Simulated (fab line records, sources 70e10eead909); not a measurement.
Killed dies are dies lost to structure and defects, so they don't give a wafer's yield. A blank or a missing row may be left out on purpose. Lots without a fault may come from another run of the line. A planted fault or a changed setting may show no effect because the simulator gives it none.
Chamber matching | flow nand_harc | NHARC_P_GATE_ETCHBACK_37 on rie_diel-12: 4 sister chambers
The step etches the open film in CHF3/O2, target depth 34.5 nm, time 17.2 s. 4 wafers are shown with their chamber, then 7 later ones without.

WAFERS WITH THEIR CHAMBER
wafer  | chamber | showerhead_plenum_p_Torr (Torr)
L430.3 | 0       | 2.53
L430.5 | 2       | 2.33
L445.2 | 3       | 2.32
L445.3 | 1       | 2.39

WAFERS WITHOUT THEIR CHAMBER
wafer  | showerhead_plenum_p_Torr (Torr)
L445.6 | 2.32
L446.2 | 2.52
L446.3 | 2.32
L446.4 | 2.32
L447.1 | 2.52
L447.2 | 2.32
L447.4 | 2.32

WHICH CHAMBER EACH WENT THROUGH
wafer  | from the rows above     | in truth
L445.6 | can't be placed: 3 or 2 | 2
L446.2 | 0                       | 0
L446.3 | can't be placed: 3 or 2 | 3
L446.4 | can't be placed: 3 or 2 | 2
L447.1 | 0                       | 0
L447.2 | can't be placed: 3 or 2 | 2
L447.4 | can't be placed: 3 or 2 | 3
Placed correctly: 2 of 7. Can't be placed from these rows: 5 (the true chamber is among the candidates in 5). Placed wrongly: 0.
How it was worked out, from the rows above alone: a wafer's distance from a chamber is the root of the sum, over the readings, of the square of ((its reading less the chamber's mean) divided by the reading's scatter). The wafer belongs to the nearest chamber; if the next one is less than 2 further off, it can't be placed. A chamber's mean is the mean of its shown wafers. The scatter: with one shown wafer a chamber, the root of the mean of the squares of how far each hidden wafer lies from its nearest shown one.
